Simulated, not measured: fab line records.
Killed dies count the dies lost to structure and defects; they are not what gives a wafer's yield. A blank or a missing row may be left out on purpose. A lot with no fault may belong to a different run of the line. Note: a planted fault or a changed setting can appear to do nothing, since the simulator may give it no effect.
Matching of chambers    flow n5Finfet    uvCure-02 running N5_BEOL_M10_CURE_71: 3 sister chambers
The step cures SiCOH lowk, time 240 s. 3 wafers are shown with their chamber, then 12 later ones without.

## WAFERS WITH THEIR CHAMBER
wafer   chamber  wafer_temp_C_max
L087.6  1        386.5
L089.6  2        386.3
L086.5  0        387.3

## WAFERS WHOSE CHAMBER IS MISSING
wafer   wafer_temp_C_max
L092.3  386.7
L092.5  387.2
L092.6  387.6
L095.2  387.5
L095.5  387.4
L095.6  387.0
L094.3  386.3
L094.5  386.5
L094.6  386.3
L097.3  386.5
L097.4  386.6
L097.5  386.3

## WHICH CHAMBER EACH ONE RAN IN
wafer   from the rows above      in truth
L092.3  can't be placed: 1 or 2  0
L092.5  0                        0
L092.6  0                        0
L095.2  0                        0
L095.5  0                        0
L095.6  can't be placed: 0 or 1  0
L094.3  can't be placed: 2 or 1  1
L094.5  can't be placed: 1 or 2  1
L094.6  can't be placed: 2 or 1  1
L097.3  can't be placed: 1 or 2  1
L097.4  can't be placed: 1 or 2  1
L097.5  can't be placed: 2 or 1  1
Correctly placed: 4 of 12. Unplaceable from these rows: 8, with the true chamber sitting among the candidates in 7. Wrongly placed: 0.
How it was worked out, from the rows above alone: a wafer's distance from a chamber is the root of the sum, over the readings, of the square of ((its reading less the chamber's mean) divided by the reading's scatter). If the next closest chamber is less than 2 further off than the closest, the wafer can't be placed; otherwise it belongs to the closest. A chamber's mean is the mean of its shown wafers. The scatter: root of mean squared gap, hidden wafer to nearest shown wafer, with one shown wafer a chamber.
